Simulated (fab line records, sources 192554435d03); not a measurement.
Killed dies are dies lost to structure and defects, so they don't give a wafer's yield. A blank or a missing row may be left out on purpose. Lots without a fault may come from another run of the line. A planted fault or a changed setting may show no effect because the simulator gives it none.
Which tool did it? | flow n5_finfet | 24 lots, 72 wafers sampled, at 4 steps of a route of 1938

WHAT THE GAUGES READ, wafer by wafer
N5_BEOL_M1_CD_MEAS_18: pitch 36 nm, target cd 18 nm.
lot  | measured     | on        | cd_nm (nm)
L074 | day 6 03:49  | cd_sem-01 | 17.9 17.5 17.9
L075 | day 6 11:31  | cd_sem-02 | 17.6 17.7 17.7
L076 | day 7 01:59  | cd_sem-01 | 17.7 17.5 17.3
L077 | day 7 13:46  | cd_sem-01 | 17.5 18.5 18.1
L079 | day 7 14:38  | cd_sem-02 | 18.1 18.3 18.2
L080 | day 7 14:45  | cd_sem-01 | 18.1 17.5 18.1
L078 | day 7 17:04  | cd_sem-03 | 17.8 17.7 18.0
L081 | day 7 23:21  | cd_sem-02 | 18.1 18.2 17.8
L082 | day 8 05:14  | cd_sem-01 | 17.8 17.3 17.9
L083 | day 8 10:43  | cd_sem-02 | 18.0 17.4 18.1
L084 | day 8 19:26  | cd_sem-01 | 17.3 18.3 17.7
L085 | day 8 23:31  | cd_sem-03 | 18.3 18.0 18.0
L086 | day 9 13:49  | cd_sem-01 | 17.8 17.5 17.7
L087 | day 9 18:13  | cd_sem-01 | 17.3 18.1 17.8
L088 | day 9 22:53  | cd_sem-02 | 18.6 17.7 17.9
L089 | day 10 00:50 | cd_sem-03 | 18.2 17.9 18.4
L090 | day 10 12:26 | cd_sem-01 | 17.8 18.3 17.7
L092 | day 10 19:37 | cd_sem-03 | 17.3 18.5 18.2
L091 | day 10 19:50 | cd_sem-02 | 17.7 18.0 17.8
L093 | day 11 01:42 | cd_sem-02 | 17.6 17.4 17.3
L094 | day 11 07:14 | cd_sem-01 | 17.8 18.1 18.2
L095 | day 11 13:58 | cd_sem-02 | 18.0 18.5 18.1
L097 | day 11 18:15 | cd_sem-02 | 18.0 17.9 18.5
L096 | day 11 23:34 | cd_sem-02 | 17.4 17.8 17.3

WHICH TOOL RAN EACH LOT (tool, then ch and the chambers of the sampled wafers, then the start)
lot  | N5_BEOL_M0_CMP_120            | N5_BEOL_M1_HM_DEP_02         | N5_BEOL_M1_ETCH_63
L074 | cmp-02 ch 0,1,2, day 6 00:49  | pvd_sputter-01, day 6 02:52  | rie_diel-01 ch 1,2,3, day 6 03:26
L075 | cmp-01 ch 0,1, day 6 09:33    | pvd_sputter-02, day 6 10:34  | rie_diel-01 ch 0,3, day 6 11:08
L076 | cmp-02 ch 0,1,3, day 6 22:25  | pvd_sputter-01, day 7 01:02  | rie_diel-06 ch 0,2,3, day 7 01:37
L077 | cmp-02 ch 0,2,3, day 7 10:38  | pvd_sputter-01, day 7 12:42  | rie_diel-06 ch 0,2,3, day 7 13:23
L079 | cmp-02 ch 0,1,2, day 7 12:22  | pvd_sputter-03, day 7 13:33  | rie_diel-01 ch 1,2, day 7 14:15
L080 | cmp-04 ch 1,2, day 7 13:04    | pvd_sputter-03, day 7 13:49  | rie_diel-05 ch 1,3, day 7 14:22
L078 | cmp-02 ch 2,3, day 7 14:28    | pvd_sputter-01, day 7 16:07  | rie_diel-06 ch 0,1,2, day 7 16:40
L081 | cmp-01 ch 1,2,3, day 7 20:35  | pvd_sputter-03, day 7 22:17  | rie_diel-05 ch 0,1,3, day 7 22:55
L082 | cmp-01 ch 1,3, day 7 23:35    | pvd_sputter-01, day 8 04:17  | rie_diel-06 ch 0,2,3, day 8 04:51
L083 | cmp-04 ch 2,3, day 8 08:07    | pvd_sputter-03, day 8 09:39  | rie_diel-05 ch 2,3, day 8 10:20
L084 | cmp-04 ch 1,2,3, day 8 16:36  | pvd_sputter-01, day 8 17:36  | rie_diel-06 ch 0,2,3, day 8 19:04
L085 | cmp-04 ch 1,2,3, day 8 18:36  | pvd_sputter-03, day 8 20:45  | rie_diel-05 ch 2,3, day 8 22:43
L086 | cmp-02 ch 1,3, day 9 09:10    | pvd_sputter-01, day 9 12:29  | rie_diel-01 ch 1,2,3, day 9 13:25
L087 | cmp-01 ch 0,1, day 9 14:33    | pvd_sputter-02, day 9 17:01  | rie_diel-06 ch 3, day 9 17:45
L088 | cmp-01 ch 0,2,3, day 9 19:08  | pvd_sputter-02, day 9 20:54  | rie_diel-06 ch 1,3, day 9 22:19
L089 | cmp-02 ch 1,2,3, day 9 22:53  | pvd_sputter-02, day 9 23:40  | rie_diel-05 ch 1,2,3, day 10 00:28
L090 | cmp-01 ch 1,2,3, day 10 10:16 | pvd_sputter-01, day 10 11:28 | rie_diel-06 ch 1,2,3, day 10 12:02
L092 | cmp-02 ch 0,1,3, day 10 13:54 | pvd_sputter-02, day 10 18:32 | rie_diel-01 ch 0,2,3, day 10 19:14
L091 | cmp-02 ch 0,2,3, day 10 14:14 | pvd_sputter-02, day 10 18:44 | rie_diel-05 ch 1,3, day 10 19:28
L093 | cmp-01 ch 0,2, day 10 22:57   | pvd_sputter-02, day 11 00:37 | rie_diel-06 ch 2,3, day 11 01:10
L094 | cmp-04 ch 1,3, day 11 04:36   | pvd_sputter-01, day 11 06:17 | rie_diel-01 ch 0,2, day 11 06:50
L095 | cmp-01 ch 0,1,2, day 11 08:12 | pvd_sputter-01, day 11 11:58 | rie_diel-05 ch 0,1,3, day 11 13:26
L097 | cmp-02 ch 0,1,3, day 11 15:44 | pvd_sputter-03, day 11 17:14 | rie_diel-01 ch 0,2, day 11 17:48
L096 | cmp-02 ch 1,2, day 11 20:55   | pvd_sputter-03, day 11 22:31 | rie_diel-06 ch 0,2, day 11 23:12
- N5_BEOL_M0_CMP_120: polishes, stops on SiOC, t overpolish 6.9 s.
- N5_BEOL_M1_HM_DEP_02: deposits TiN, target thk 20 nm.
- N5_BEOL_M1_ETCH_63: etches SiARC in CF4, target depth 15.6 nm, time 26 s.

WHAT THE TOOLS THEMSELVES READ (means of the sampled wafers that have a number; where no wafer has one, the mark that the record gives instead)
N5_BEOL_M0_CMP_120.
lot  | tool   | barrier_field_endpoint_s (s) | motor_current_A (A) | overpolish_run_s (s) | time_to_endpoint_s (s)
L074 | cmp-02 | 3.59                         | 6.1                 | 6.905                | 61
L075 | cmp-01 | 3.65                         | 5.6                 | 6.899                | 61
L076 | cmp-02 | 3.71                         | 5.8                 | 6.894                | 60
L077 | cmp-02 | 3.68                         | 6.2                 | 6.896                | 66
L079 | cmp-02 | 3.65                         | 6.4                 | 6.901                | 65
L080 | cmp-04 | 3.49                         | 5.6                 | 6.885                | 59
L078 | cmp-02 | 3.67                         | 6.0                 | 6.900                | 63
L081 | cmp-01 | 3.70                         | 5.4                 | 6.899                | 63
L082 | cmp-01 | 3.56                         | 5.6                 | 6.888                | 60
L083 | cmp-04 | 3.54                         | 6.0                 | 6.899                | 57
L084 | cmp-04 | 3.64                         | 5.6                 | 6.894                | 60
L085 | cmp-04 | 3.49                         | 5.8                 | 6.899                | 61
L086 | cmp-02 | 3.57                         | 5.6                 | 6.903                | 65
L087 | cmp-01 | 3.65                         | 5.7                 | 6.900                | 65
L088 | cmp-01 | 3.49                         | 5.3                 | 6.893                | 62
L089 | cmp-02 | 3.75                         | 5.8                 | 6.903                | 65
L090 | cmp-01 | 3.60                         | 5.6                 | 6.898                | 63
L092 | cmp-02 | 3.64                         | 6.0                 | 6.909                | 67
L091 | cmp-02 | 3.68                         | 6.2                 | 6.904                | 64
L093 | cmp-01 | 3.60                         | 5.5                 | 6.893                | 61
L094 | cmp-04 | 3.53                         | 5.5                 | 6.906                | 63
L095 | cmp-01 | 3.58                         | 5.8                 | 6.895                | 65
L097 | cmp-02 | 3.68                         | 5.9                 | 6.901                | 62
L096 | cmp-02 | 3.69                         | 6.2                 | 6.905                | 65

N5_BEOL_M1_HM_DEP_02.
lot  | tool           | throttle_valve_pct (%)
L074 | pvd_sputter-01 | 31.1
L075 | pvd_sputter-02 | 29.9
L076 | pvd_sputter-01 | 30.4
L077 | pvd_sputter-01 | 29.9
L079 | pvd_sputter-03 | 29.7
L080 | pvd_sputter-03 | 29.7
L078 | pvd_sputter-01 | 30.0
L081 | pvd_sputter-03 | 28.9
L082 | pvd_sputter-01 | 29.5
L083 | pvd_sputter-03 | 29.7
L084 | pvd_sputter-01 | 30.6
L085 | pvd_sputter-03 | 30.0
L086 | pvd_sputter-01 | 30.2
L087 | pvd_sputter-02 | 30.9
L088 | pvd_sputter-02 | 30.7
L089 | pvd_sputter-02 | 29.8
L090 | pvd_sputter-01 | 29.0
L092 | pvd_sputter-02 | 30.5
L091 | pvd_sputter-02 | 31.4
L093 | pvd_sputter-02 | 30.7
L094 | pvd_sputter-01 | 30.0
L095 | pvd_sputter-01 | 29.6
L097 | pvd_sputter-03 | 29.7
L096 | pvd_sputter-03 | 29.4

N5_BEOL_M1_ETCH_63.
lot  | tool        | drypump_motor_current_A (A) | etch_rf_on_time_s (s) | mfc_ar_sccm (sccm) | oes_product_au (a.u.) | rf_vpp_V (V) | showerhead_plenum_p_Torr (Torr) | throttle_valve_pct (%)
L074 | rie_diel-01 | 6.1                         | 26.2                  | 99.93              | 0.65                  | 184.8        | 2.17                            | 15.40
L075 | rie_diel-01 | 5.6                         | 25.7                  | 99.93              | 0.69                  | 184.3        | 2.25                            | 15.62
L076 | rie_diel-06 | 5.8                         | 27.0                  | 100.10             | 0.63                  | 184.0        | 2.11                            | 15.80
L077 | rie_diel-06 | 5.8                         | 26.5                  | 100.02             | 0.63                  | 184.1        | 2.11                            | 15.80
L079 | rie_diel-01 | 6.3                         | 25.4                  | 100.65             | 0.66                  | 184.5        | 2.16                            | 15.31
L080 | rie_diel-05 | 6.0                         | 26.4                  | 100.02             | 0.61                  | 182.9        | 2.11                            | 15.57
L078 | rie_diel-06 | 5.7                         | 26.6                  | 99.90              | 0.64                  | 184.6        | 2.12                            | 15.77
L081 | rie_diel-05 | 5.8                         | 26.7                  | 100.31             | 0.62                  | 183.8        | 2.12                            | 15.70
L082 | rie_diel-06 | 5.9                         | 26.7                  | 100.08             | 0.62                  | 183.2        | 2.11                            | 15.80
L083 | rie_diel-05 | 5.7                         | 26.4                  | 99.81              | 0.59                  | 184.8        | 2.20                            | 15.81
L084 | rie_diel-06 | 5.8                         | 26.9                  | 99.73              | 0.62                  | 182.7        | 2.11                            | 15.82
L085 | rie_diel-05 | 5.7                         | 26.6                  | 100.18             | 0.58                  | 184.7        | 2.20                            | 15.82
L086 | rie_diel-01 | 6.1                         | 25.8                  | 99.80              | 0.63                  | 184.1        | 2.16                            | 15.45
L087 | rie_diel-06 | 6.3                         | 26.0                  | 99.80              | 0.67                  | 182.9        | 2.18                            | 15.65
L088 | rie_diel-06 | 6.0                         | 25.9                  | 100.20             | 0.70                  | 184.4        | 2.18                            | 15.59
L089 | rie_diel-05 | 5.8                         | 26.3                  | 100.03             | 0.59                  | 183.9        | 2.15                            | 15.72
L090 | rie_diel-06 | 6.2                         | 26.2                  | 99.87              | 0.66                  | 184.8        | 2.16                            | 15.62
L092 | rie_diel-01 | 5.9                         | 25.8                  | 99.99              | 0.64                  | 184.1        | 2.17                            | 15.62
L091 | rie_diel-05 | 6.0                         | 26.6                  | 99.88              | 0.60                  | 183.4        | 2.10                            | 15.62
L093 | rie_diel-06 | 6.3                         | 26.5                  | 100.15             | 0.65                  | 184.0        | 2.16                            | 15.66
L094 | rie_diel-01 | 5.8                         | 25.8                  | 99.97              | 0.66                  | 183.5        | 2.19                            | 15.68
L095 | rie_diel-05 | 5.8                         | 26.5                  | 99.99              | 0.60                  | 182.2        | 2.11                            | 15.76
L097 | rie_diel-01 | 5.8                         | 25.9                  | 100.20             | 0.66                  | 184.7        | 2.19                            | 15.68
L096 | rie_diel-06 | 5.9                         | 26.8                  | 99.87              | 0.66                  | 183.6        | 2.17                            | 15.65

THE ANSWER, worked out from the rows above alone
Rule: what is usual is taken from the lots themselves. Put in order of their means at a reading, lots are off if they are a third of the lots or fewer, leave a main group of 4 or more, and stand apart from it by a gap of 3 or more times the standard deviation of the main group's means; of several such gaps the widest counts. A main group whose means are all the same, to the digits that the tables above print for the reading, isn't used. A lot without any number at a reading at which 4 lots or more have one is off too. The other lots that the step has rows for count as sound. The gauges are gone through in route order, then the tools' own readings, and for those a lot's mean is taken as printed above. The first step at which some lot is off is used, and at that step the reading that is off furthest; a lot without a number counts as furthest.
No lot is off at any reading shown: from this, nothing can be told.

WHAT THE SIMULATOR HAD PUT IN
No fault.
